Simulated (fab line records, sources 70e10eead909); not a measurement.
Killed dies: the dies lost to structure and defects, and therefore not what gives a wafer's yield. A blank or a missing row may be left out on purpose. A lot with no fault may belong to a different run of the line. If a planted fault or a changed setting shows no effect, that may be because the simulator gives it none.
fab line records | flow nand-harc
record: lots: 5 wafers: 15 last-day: 31
route steps=1302 shown P_STI@107 P_GATE@110 END@1302
lots that met no fault: taken from a fault-free run of the same line
start-h: the number of hours between the record's first day and the start of the first shown wafer of the lot | wait-h: hours from the lot's prior step to this one | " same as the row above | L1.1+2: one row covering several wafers at once | - either no value or no given start | * or withheld: withheld | < > ~ a bound
route shown NAME@n: NAME is a module with steps in the file, n the number in the route of the first one | usual: the fault-free wafers' mean and standard deviation | same: alike in all rows | chamber/n: place in a boat | sites: per-site readings | _std_site: their standard deviation | _edge_site: inner sites' mean taken away from outer sites' mean | radius-mm: for every site, how far away it sits from the centre of the wafer | mask NAME#n: copy n | behind: the last tool/chamber to shape the wafer | hold: what put the lot on hold/how long, in hours/how the hold closed | device: the n, p or np transistor that did not switch | end of line: the same wafers' tests at the end of the route | where a step has no rows: the recipe by itself | killed: count of dies lost to structure and defects at first sort (not the wafer's yield) | map: per-die view of a wafer (x killed, . not killed, _ where there is no die)
set.NAME: the setting that was run; set.NAME@STEP: the one run at that earlier step | model.NAME: the simulator's own value behind a step, which no gauge read
lots at some steps of the route; a table a step, a row a wafer
services: from which hour (start-h, from the record's first day; less than 0 if before it) a tool's chamber was out of use, for how many hours, and why
== steps ==
step: NHARC_P_STI_SRD_39
step: NHARC_P_STI_OXIDE_40
recipe: target-thk-a: 100 temp-c: 900 ox-time-s: 1362 material: SiO2
step: NHARC_P_STI_INSPECT_25
usual: raw-defect-count: 243/99
columns lot.wafer tool chamber start-h wait-h raw-defect-count
L596.1 defect-inspect-02 - 90.64 0.4 217
L596.3 " - " " 125
L596.6 " - " " 317
L604.3 defect-inspect-01 - 179.59 0.4 209
L604.5 " - " " 130
L604.6 " - " " 127
L606.3 defect-inspect-02 - 189.75 0.4 316
L606.4 " - " " 265
L606.5 " - " " 286
L609.1 defect-inspect-01 - 221.51 0.4 249
L609.2 " - " " 227
L609.6 " - " " 263
L610.2 defect-inspect-01 - 243.11 0.4 308
L610.3 " - " " 176
L610.4 " - " " 255
step: NHARC_P_GATE_ETCH_69
recipe: target-depth-a: 140 chemistry: dHF material: SiO2
step: NHARC_P_GATE_PRECLEAN_70
recipe: time-s: * temp-c: 50 bath-age-min: 0 chemistry: SC1
step: NHARC_P_GATE_SRD_01
step: NHARC_P_GATE_OXIDE_02
recipe: target-thk-a: 375 temp-c: 950 p-h2o-torr: 720 ox-time-s: 365 material: SiO2
step: NHARC_P_GATE_DEHYDRATE_03
recipe: temp-c: 150 time-s: 120
step: NHARC_P_GATE_HMDS_04
recipe: time-s: 30
step: NHARC_P_GATE_COAT_05
recipe: spin-rpm: 4690
step: NHARC_P_GATE_SOFTBAKE_06
recipe: temp-c: 122 time-s: 95
step: NHARC_P_GATE_EBR_07
step: NHARC_P_GATE_EXPOSE_08
recipe: na: 0.6 dose-mj: 16.75 mask-id: P_HV
columns lot.wafer tool chamber start-h wait-h mask
L596.1+3+6 krf-scanner-02 0 100.24 - P_HV#0
L604.3+5+6 krf-scanner-01 0 188.02 - P_HV#0
L606.3+4+5 krf-scanner-02 0 198.40 - P_HV#0
L609.1+2+6 krf-scanner-01 0 230.14 - P_NSD#0
L610.2+3+4 krf-scanner-02 0 251.37 - P_HV#0
step: NHARC_P_GATE_PEB_09
recipe: peb-temp-c: 118 peb-time-s: 85
step: NHARC_P_GATE_DEVELOP_10
recipe: time-s: 70
step: NHARC_P_GATE_CD_MEAS_11
recipe: target-cd-nm: 1640 landing-energy-ev: 500
usual: cd-nm: 1639.4/1.3
columns lot.wafer tool chamber start-h wait-h cd-nm
L596.1 cd-sem-01 0 100.40 - 1640.6
L596.3 " 0 " " 1639.4
L596.6 " 0 " " 1641.4
L604.3 cd-sem-01 0 188.17 - 1641.6
L604.5 " 0 " " 1641.0
L604.6 " 0 " " 1642.1
L606.3 cd-sem-01 0 198.55 - 1641.2
L606.4 " 0 " " 1639.4
L606.5 " 0 " " 1639.6
L609.1 cd-sem-03 0 230.30 - -
L609.2 " 0 " " -
L609.6 " 0 " " -
L610.2 cd-sem-03 0 251.52 - 1639.4
L610.3 " 0 " " 1640.1
L610.4 " 0 " " 1640.6
step: NHARC_P_GATE_HARDBAKE_12
recipe: temp-c: 125 time-s: 80
step: NHARC_END_SORT_01
recipe: temp-c: 25
usual: killed-at-array: 49/18 killed-at-other: 0.7/1.1 killed-at-periphery: 4.0/2.6 killed-dies: 54/19 killed-open: 3.4/1.7 killed-short: 2.5/1.7
same: gross-dies: 677
columns lot.wafer tool chamber start-h wait-h killed-at-array killed-at-other killed-at-periphery killed-dies killed-open killed-short
L604.3 prober-02 0 660.26 3.0 30 0 2 32 1 6
L604.5 prober-02 0 661.81 3.6 29 1 6 36 6 4
L604.6 prober-02 0 662.59 3.9 24 2 5 31 2 2
L606.3 prober-02 0 680.68 3.2 27 0 4 31 3 2
L606.4 prober-02 0 681.50 3.5 31 0 6 37 2 3
L606.5 prober-02 0 682.31 3.8 22 0 6 28 3 1
L609.1 prober-02 0 692.44 2.5 50 1 626 677 6 3
L609.2 prober-02 0 693.24 2.8 44 1 632 677 5 0
L609.6 prober-02 0 696.43 4.0 49 0 628 677 3 1
killed by level:class
L604.3 A_CHANNEL_HOLE_D1:chamber-film-flake=12 A_STAIRCASE:chamber-film-flake=4 A_CONTACT:chamber-film-flake=4 A_CHANNEL_HOLE_D2:unspecified=2 P_STI:geometric-particle:short=1 P_GATE:geometric-particle:short=1 A_CHANNEL_FILL_D1:geometric-particle:short=1 A_DECK1_JOINT:geometric-particle:short=1
L604.5 A_CHANNEL_HOLE_D1:chamber-film-flake=9 A_CONTACT:chamber-film-flake=4 A_CHANNEL_HOLE_D2:unspecified=3 P_GATE:chamber-film-flake=2 P_GATE:geometric-particle:open=1 P_CONTACT:geometric-particle:open=1 P_BONDPAD:geometric-particle:short=1 A_SOURCE_PLATE:geometric-particle:short=1
L604.6 A_CHANNEL_HOLE_D1:chamber-film-flake=11 A_ZERO_WELL:chamber-film-flake=4 A_SLIT:chamber-film-flake=3 P_BONDPAD:chamber-film-flake=2 A_CONTACT:chamber-film-flake=2 THIN_TSV:chamber-film-flake=2 P_CONTACT:geometric-particle:open=1 P_M0:geometric-particle:open=1
L606.3 A_CHANNEL_HOLE_D2:chamber-film-flake=10 A_CHANNEL_HOLE_D1:chamber-film-flake=8 A_STAIRCASE:chamber-film-flake=4 A_CONTACT:chamber-film-flake=2 P_CONTACT:geometric-particle:short=1 P_CONTACT:geometric-particle:open=1 P_M1:geometric-particle:open=1 A_CHANNEL_FILL_D1:geometric-particle:open=1
L606.4 A_CHANNEL_HOLE_D2:chamber-film-flake=17 A_CHANNEL_HOLE_D1:chamber-film-flake=5 P_GATE:chamber-film-flake=2 A_ZERO_WELL:chamber-film-flake=2 A_SLIT:chamber-film-flake=2 P_GATE:geometric-particle:open=1 P_CONTACT:geometric-particle:short=1 P_M1:geometric-particle:open=1
L606.5 A_CHANNEL_HOLE_D2:chamber-film-flake=10 A_CHANNEL_HOLE_D1:chamber-film-flake=4 A_STAIRCASE:chamber-film-flake=3 P_M0:geometric-particle:open=2 P_ZERO_WELL:chamber-film-flake=2 A_SLIT:chamber-film-flake=2 A_CHANNEL_FILL_D2:geometric-particle:open=1 A_M0:geometric-particle:short=1
L609.1 P_GATE:area-expose=625 A_SLIT:chamber-film-flake=24 A_CONTACT:chamber-film-flake=7 A_CHANNEL_HOLE_D1:chamber-film-flake=4 A_WL_FILL:geometric-particle:short=2 A_M0:geometric-particle:open=2 A_DECK1_JOINT:chamber-film-flake=2 A_STAIRCASE:chamber-film-flake=2
L609.2 P_GATE:area-expose=629 A_SLIT:chamber-film-flake=24 A_CHANNEL_HOLE_D1:chamber-film-flake=6 A_CONTACT:chamber-film-flake=5 A_ZERO_WELL:chamber-film-flake=2 A_STAIRCASE:chamber-film-flake=2 P_CONTACT:geometric-particle:open=1 A_CHANNEL_FILL_D1:geometric-particle:open=1
L609.6 P_GATE:area-expose=625 A_SLIT:chamber-film-flake=31 A_CONTACT:chamber-film-flake=7 A_CHANNEL_HOLE_D1:chamber-film-flake=5 A_STAIRCASE:chamber-film-flake=3 P_GATE:geometric-particle:short=1 P_GATE:geometric-particle:open=1 A_CHANNEL_FILL_D1:geometric-particle:open=1
map L609.1 (x killed, . not)
____________x____________
_________xxxxxxx_________
_______xxxxxxxxxxx_______
______xxxxxxxxxxxxx______
_____xxxxxxxxxxxxxxx_____
____xxxxxxxxxxxxxxxxx____
____xxxxxxxxxxxxxxxxx____
___xxxxxxxxxxxxxxxxxxx___
___xxxxxxxxxxxxxxxxxxx___
__xxxxxxxxxxxxxxxxxxxxx__
__xxxxxxxxxxxxxxxxxxxxx__
_xxxxxxxxxxxxxxxxxxxxxxx_
_xxxxxxxxxxxxxxxxxxxxxxx_
_xxxxxxxxxxxxxxxxxxxxxxx_
_xxxxxxxxxxxxxxxxxxxxxxx_
_xxxxxxxxxxxxxxxxxxxxxxx_
xxxxxxxxxxxxxxxxxxxxxxxxx
xxxxxxxxxxxxxxxxxxxxxxxxx
xxxxxxxxxxxxxxxxxxxxxxxxx
xxxxxxxxxxxxxxxxxxxxxxxxx
xxxxxxxxxxxxxxxxxxxxxxxxx
_xxxxxxxxxxxxxxxxxxxxxxx_
_xxxxxxxxxxxxxxxxxxxxxxx_
_xxxxxxxxxxxxxxxxxxxxxxx_
_xxxxxxxxxxxxxxxxxxxxxxx_
_xxxxxxxxxxxxxxxxxxxxxxx_
__xxxxxxxxxxxxxxxxxxxxx__
__xxxxxxxxxxxxxxxxxxxxx__
___xxxxxxxxxxxxxxxxxxx___
___xxxxxxxxxxxxxxxxxxx___
____xxxxxxxxxxxxxxxxx____
____xxxxxxxxxxxxxxxxx____
_____xxxxxxxxxxxxxxx_____
______xxxxxxxxxxxxx______
_______xxxxxxxxxxx_______
_________xxxxxxx_________
____________x____________
map L604.5 (x killed, . not)
____________.____________
_________....x.._________
_______.......x..._______
______.............______
_____........x......_____
____........x....x...____
____.................____
___.........x.........___
___...................___
__..................x..__
__.....................__
_....................x.._
_............x.........._
_...x..................._
_......................._
_.........x............._
............xx...........
.....x.x.............x...
.x....x..................
..x...x..................
......x..................
_......................._
_......................._
_......................._
_..x....x..............._
_......................._
__.....x....x........x.__
__...................x.__
___.x....x............___
___...................___
____..x..x...........____
____..x...x..........____
_____..............._____
______..x....x.....______
_______......x...._______
_________......._________
____________.____________
== services ==
columns tool chamber start-h hours kind
krf-scanner-01 - 82.05 0.4 repair
krf-scanner-02 - 94.00 4.0 pm
krf-scanner-01 0 106.13 - calibration
krf-scanner-02 - 132.74 9.5 repair
krf-scanner-01 - 140.00 4.0 pm
krf-scanner-02 0 167.33 - calibration
krf-scanner-02 - 215.17 1.8 repair
krf-scanner-02 - 228.86 0.9 repair
krf-scanner-01 - 236.57 0.4 repair
== key ==
first-sign: step: NHARC_P_GATE_EXPOSE_08 reading: mask direction: changed
effect: step: NHARC_P_GATE_CD_MEAS_11 reading: cd-nm direction: missing
effect: step: NHARC_END_SORT_01 reading: killed-at-periphery direction: up sigmas: 99+ usual: 4.0 struck: 628.7
more-kills-born-at: NHARC_P_GATE_EXPOSE_08@krf-scanner-01: 1879
met-at NHARC_P_GATE_EXPOSE_08
struck-wafers L609.1,L609.2,L609.6
later-rows-left-out L609.1,L609.2,L609.6
tester-left-out L609
onset-between 188.02 230.14
fault: kind: wrong-mask tool: any chamber: - onset-h: 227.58 steps: NHARC_P_GATE_EXPOSE_08 aux-copy: P_NSD#0 scope: struck-lots-only
tester-left-out: of these lots the tester's yield and bins aren't shown, on N5 and GAA mostly nor the transistor test; their killed dies are dies lost to structure and defects alone, not to doping, threshold or leakage, so they don't give the yield
later-rows-left-out: the simulator's readings of these wafers behind a module that went badly wrong aren't trusted and aren't shown, but for the sort
